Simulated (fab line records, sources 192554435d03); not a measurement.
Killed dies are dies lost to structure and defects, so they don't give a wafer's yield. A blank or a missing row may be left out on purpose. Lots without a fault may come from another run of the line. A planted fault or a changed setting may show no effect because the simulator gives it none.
A struck lot beside a sound one | flow n5_finfet | 38 steps out of a route of 1938
Sound: wafers L704.3, L704.4, L704.5. Struck: wafers L695.4, L695.5. (L695.2 of the same lot was not struck and is left out.) The cause comes at the end.
At each step with rows: each side's tool, then ch and its chambers, then its first start. Under that, the readings that differ: sound wafers | struck wafers | difference of the means | sigmas: that difference in standard deviations of wafers without a fault.
alike: readings whose means differ by less than 2 such deviations, and words and numbers that are the same on both sides. not compared: withheld readings, readings that some wafer has no value for, bounds like >300 that may hide the same value, and numbers for which the record gives no deviation and whose values overlap.
The two part at a step that has a row with sigmas, a row that says differs or no value, or rows on one side only. Numbers that don't overlap but have no deviation are shown without sigmas and don't part them. A reading that every wafer of one side lacks parts them only if that side has two wafers or more.

first, 9 steps without rows for these wafers: N5_BEOL_M7_DESCUM_33 (chemistry O2, time 7 s); N5_BEOL_M7_ETCH_72 (etches underlayer in N2/H2, target depth 6.5 nm, time 5.2 s); N5_BEOL_M7_ETCH_65 (etches SiARC in CF4, target depth 15.6 nm, time 26 s); N5_BEOL_M7_ETCH_66 (etches SOC in N2/H2, target depth 80 nm, overetch 16 nm, time 120 s); N5_BEOL_M7_STRIP_69 (strips in N2/H2); N5_BEOL_M7_STRIP_73 (strips in N2/H2); N5_BEOL_M7_VIA_ETCH_34 (etches SiCOH lowk in C4F6/O2, target depth 125.5 nm, time 50.5 s); N5_BEOL_M7_STRIP_76 (strips in C4F6/O2); N5_BEOL_M7_STRIP_36 (strips in N2/H2).
N5_BEOL_M7_TRENCH_ETCH_37: etches SiCOH lowk in C4F6/O2, target depth 93.478 nm, time 31.2 s.
  sound on rie_diel-04 ch 0,1, day 13 23:32; struck on rie_diel-03 ch 2, day 11 19:19
  reading                             | sound             | struck      | difference | sigmas
  oes_ar_750_au (a.u.)                | 0.72 0.81 0.80    | 0.62 0.63   | -0.15      | -3
  oes_f_703_au (a.u.)                 | 0.72 0.81 0.81    | 0.52 0.52   | -0.26      | -5
  oes_o_777_au (a.u.)                 | 0.72 0.81 0.82    | 0.55 0.55   | -0.23      | -4
  rf_fwd_power_W (W)                  | 340.0 339.7 340.2 | 258.6 259.3 | -81.0      | -68
  rf_vpp_V (V)                        | 665 670 669       | 763 762     | +94        | +21
  model.etch.depth_nm (nm)            | 91.45 92.76 93.82 | 85.56 85.19 | -7.30      |
  model.BEOL_M7.feature_depth_nm (nm) | 91.4 92.8 93.8    | 85.6 85.2   | -7.3       |
  alike: C4F6_flow_sccm, drypump_motor_current_A, oes_product_au, showerhead_plenum_p_Torr, throttle_valve_pct
  not compared: rf_hours_counter_h
then, 2 steps without rows for these wafers: N5_BEOL_M7_ETCH_41 (etches SiCN in CH3F/O2, target depth 31.9 nm, time 57.8 s); N5_BEOL_M7_STRIP_80 (strips in N2/H2, time 10 s).
N5_BEOL_M7_OCD_MEAS_38:
  sound on ocd-01, day 13 23:41; struck on ocd-01, day 11 19:28
  reading              | sound          | struck    | difference | sigmas
  trench_depth_nm (nm) | 91.4 92.5 93.8 | 85.8 85.1 | -7.1       | -4
then, 13 steps without rows for these wafers: N5_BEOL_M7_HM_STRIP_39 (strips TiN in peroxide tin strip, target depth 25 nm, time 158 s); N5_BEOL_M7_SRD_40 (time 30 s); N5_BEOL_M7_PRECLEAN_42 (cleans in residue remover, time 60 s); N5_BEOL_M7_SRD_43 (time 30 s); N5_BEOL_M7_CURE_75 (cures SiCOH lowk, time 120 s); N5_BEOL_M7_DEGAS_44 (time 60 s); N5_BEOL_M7_PRE_CLEAN_45 (time 30 s); N5_BEOL_M7_ALD_77 (deposits TaN, target thk 2 nm, pulse time 2 s, purge time 3 s); N5_BEOL_M7_SURFACE_TREAT_79; N5_BEOL_M7_CVD_78 (deposits Co from CCTBA/H2, target thk 2 nm, time 142.3 s); N5_BEOL_M7_SPUTTER_48 (material Cu, target thk 10 nm, time 1.667 s); N5_BEOL_M7_ECD_50 (material Cu, target thk 300 nm); N5_BEOL_M7_ANNEAL_51 (time 90 s).
N5_BEOL_M7_CMP_52: polishes, stops on SiCOH lowk, t overpolish 6.9 s, target thk 80 nm.
  sound on cmp-01 ch 0,1, day 14 02:07; struck on cmp-03 ch 0,3, day 11 22:40
  reading                                | sound          | struck    | difference | sigmas
  model.Cu_of_BEOL_M7_ECD_50.thk_nm (nm) | 77.8 79.8 80.6 | 69.8 70.8 | -9.1       |
  alike: barrier_field_endpoint_s, edge_zone_pressure_frac, motor_current_A, overpolish_run_s, retaining_ring_pressure_frac, time_to_endpoint_s
N5_BEOL_M7_THK_MEAS_53: measures by xrf.
  sound on film_metro-01, day 14 02:24; struck on film_metro-02, day 11 22:55
  reading     | sound          | struck    | difference | sigmas
  M7_THK (nm) | 78.4 80.3 81.3 | 70.5 71.8 | -8.8       | -5
then, 2 steps without rows for these wafers: N5_BEOL_M7_PRE_CLEAN_55 (time 15 s); N5_BEOL_M7_DEP_56 (deposits SiCN from 3MS/NH3, target thk 10 nm, time 17.5 s).
N5_BEOL_M7_RS_MEAS_57: measures by four-point-probe.
  sound on film_metro-01, day 14 02:32; struck on film_metro-02, day 11 23:03
  reading        | sound             | struck      | difference | sigmas
  M7_RS (ohm/sq) | 0.295 0.286 0.283 | 0.336 0.330 | +0.045     | +6
then, 5 steps without rows for these wafers: N5_BEOL_M8_ILD_DEP_00 (deposits SiCOH lowk from DEMS/porogen, target thk 179.75 nm, time 33.4 s); N5_BEOL_M8_CURE_74 (cures SiCOH lowk, time 240 s); N5_BEOL_M8_PECVD_70 (deposits SiO2 from TEOS/O2, target thk 20 nm, time 22.7 s); N5_BEOL_M8_HM_DEP_02 (deposits TiN, target thk 20 nm); N5_BEOL_M8_COAT_59 (time 60 s, resist thk 100 nm).
-- the record jumps here: 2 days lie between the struck wafers' starts before and after (it left off in module BEOL_M8 and takes up again in module BEOL_M15, whose first step shown is number 1830 of the route) --
N5_BEOL_M15_RC_MEAS_101:
  sound on prober-02 ch 0, day 16 16:37; struck on prober-02 ch 0, day 14 10:47
  reading                   | sound                | struck        | difference | sigmas
  SERP_M11 (ohm/um)         | 3.12 3.26 3.30       | 3.01 3.02     | -0.21      | -3
  SERP_M14 (ohm/um)         | 0.1536 0.1570 0.1594 | 0.1624 0.1613 | +0.0052    | +2
  SERP_M7 (ohm/um)          | 14.3 14.0 13.7       | 15.9 15.8     | +1.9       | +4
  SERP_M7_max_site (ohm/um) | 14.6 14.3 14.0       | 16.9 16.7     | +2.5       | +5
  alike: COMB_M10, COMB_M11, COMB_M12, COMB_M13, COMB_M14, COMB_M15, COMB_M5, COMB_M6, COMB_M7, COMB_M8, COMB_M9, SERP_M10, SERP_M12, SERP_M13, SERP_M5, SERP_M6, SERP_M8, SERP_M9, SERP_M9_max_site
N5_PASSIVATION_PROBE_49:
  sound on prober-02, day 17 06:08; struck on prober-02, day 15 02:01
  alike: defect_limited_yield, killed_at_M0_to_M3, killed_at_M4_up, killed_at_contacts, killed_at_front_end, killed_at_other, killed_dies, killed_open, killed_short, sort_bin_5_function, sort_bin_6_memory, sort_n_pass, sort_yield_pct

WHERE THEY PART
First at N5_BEOL_M7_TRENCH_ETCH_37; last, within this record, at N5_BEOL_M15_RC_MEAS_101. Later steps at which nothing parts them and some readings are alike: N5_PASSIVATION_PROBE_49.

WHY: what the simulator had put in
Process parameter drift: rie_diel-03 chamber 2, from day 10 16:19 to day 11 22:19, at N5_BEOL_M7_TRENCH_ETCH_37. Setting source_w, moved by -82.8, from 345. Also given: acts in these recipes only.
